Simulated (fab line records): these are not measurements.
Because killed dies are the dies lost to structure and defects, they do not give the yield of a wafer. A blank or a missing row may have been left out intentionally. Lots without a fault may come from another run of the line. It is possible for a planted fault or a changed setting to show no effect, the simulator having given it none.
A lot that was struck, set against a sound lot || flow nand harc || 15 out of 1159 route steps
Sound: these wafers, L800.2, L800.3, L800.6. Struck: wafers L807.2, L807.3, L807.5. The cause is given at the end.
Order at every step that has rows: each side's tool, ch and its chambers, its first start. Under that, the readings that differ: sound wafers || struck wafers || difference of the means || sigmas: that difference in standard deviations of wafers without a fault.
alike: readings whose means differ by less than 2 such deviations, and words and numbers that are the same on both sides. not compared: withheld readings, readings that some wafer has no value for, bounds like >300 that may hide the same value, and numbers for which the record gives no deviation and whose values overlap.
The two part at a step that has a row with sigmas, a row that says differs or no value, or rows on one side only. Non-overlapping numbers with no deviation appear without sigmas and do not part them. Lack of a reading on every wafer of one side parts them only where that side has two or more wafers.

NHARC_A_CHANNEL_HOLE_D1_ETCH_44: etches the open film in CF4/O2, target depth 140 nm, overetch 14 nm, time 77 s.
  sound on rie diel-01 ch 0,3, day 8 10:12; struck on rie diel-10 ch 0,3, day 10 06:51
  alike: drypump motor current A, oes product au, rf vpp V, showerhead plenum p Torr, throttle valve pct
  not compared: rf hours counter h
then, 3 steps without rows for these wafers: NHARC_A_CHANNEL_HOLE_D1_STRIP_27 (strips in O2); NHARC_A_CHANNEL_HOLE_D1_PRECLEAN_28 (cleans in SC1); NHARC_A_CHANNEL_HOLE_D1_SRD_29.
NHARC_A_CHANNEL_HOLE_D1_CD_MEAS_30:
  struck on cd sem-02, day 10 07:46; sound on cd sem-01, day 8 11:02
  alike: cd nm
after that, 1 step had no rows for these wafers: NHARC_A_CHANNEL_HOLE_D1_XSEM_31.
NHARC_A_CHANNEL_HOLE_D1_INSPECT_40:
  struck on defect inspect-01, day 10 07:58; sound on defect inspect-02, day 8 11:13
{"reading": "raw defect count", "sound": "38 48 34", "struck": "104 76 83", "difference": "+48", "sigmas": "+3"}
then, 2 steps without rows for these wafers: NHARC_A_CHANNEL_FILL_D1_PRECLEAN_00 (cleans in SC1); NHARC_A_CHANNEL_FILL_D1_SRD_01.
NHARC_A_CHANNEL_FILL_D1_ALD_02: deposits SiO2, target thk 6 nm, pulse time 10 s, ald cycles 60.
  sound on ald hk-04 ch 1,3, day 8 11:25; struck on ald hk-04 ch 0,1,2, day 10 08:20
{"reading": "heater power w (W)", "sound": "472 518 525", "struck": "425 417 403", "difference": -90, "sigmas": -2}
  alike: ald cycles, precursor pulse height rel
NHARC_A_CHANNEL_FILL_D1_ALD_03: deposits SiNx, target thk 6 nm, pulse time 60 s, ald cycles 58.
  sound: ald sin batch-02 ch 0; struck: ald sin batch-03 ch 0
  alike: ald cycles, precursor pulse height rel
NHARC_A_CHANNEL_FILL_D1_ALD_14: deposits SiO2, target thk 2.5 nm, pulse time 10 s, ald cycles 25.
  sound on ald hk-01 ch 0,2, day 8 16:28; struck on ald hk-04 ch 1,2, day 10 15:23
{"reading": "heater power w (W)", "sound": "517 496 526", "struck": "443 412 420", "difference": -88, "sigmas": -2}
  alike: ald cycles, precursor pulse height rel
NHARC_A_CHANNEL_FILL_D1_ALD_15: deposits SiNx, target thk 2 nm, pulse time 60 s, ald cycles 19.
  sound on ald sin batch-02 ch 0, day 8 19:35; struck on ald sin batch-02 ch 0, day 10 18:31
{"reading": "ald cycles", "sound": "19 19 19", "struck": "25 25 25", "difference": "+6", "sigmas": ""}
  alike: precursor pulse height rel
NHARC_A_CHANNEL_FILL_D1_ALD_16: deposits SiO2, target thk 1.5 nm, pulse time 10 s, ald cycles 15.
  sound on ald hk-01 ch 0,3, day 9 01:04; struck on ald hk-02 ch 0,1,3, day 10 22:29
{"reading": "precursor pulse height rel", "sound": "1.045 1.013 1.025", "struck": "0.968 0.974 1.025", "difference": -0.039, "sigmas": -2}
  alike: ald cycles, heater power w
-- jump in the record: it breaks off in module A_CHANNEL_FILL_D1 and resumes in module END (first step shown: number 1159 of the route), and 10 days separate the struck wafers' starts before and after --
NHARC_END_SORT_01:
  sound on prober-01 ch 0, day 19 13:19; struck on prober-01 ch 0, day 21 02:09
  alike: killed at array, killed at other, killed at periphery, killed dies, killed open, killed short

## WHERE THEY PART
First at NHARC_A_CHANNEL_HOLE_D1_INSPECT_40; last, within this record, at NHARC_A_CHANNEL_FILL_D1_ALD_16. Later steps at which nothing parts them and some readings are alike: NHARC_END_SORT_01.

WHY: what the simulator had put in
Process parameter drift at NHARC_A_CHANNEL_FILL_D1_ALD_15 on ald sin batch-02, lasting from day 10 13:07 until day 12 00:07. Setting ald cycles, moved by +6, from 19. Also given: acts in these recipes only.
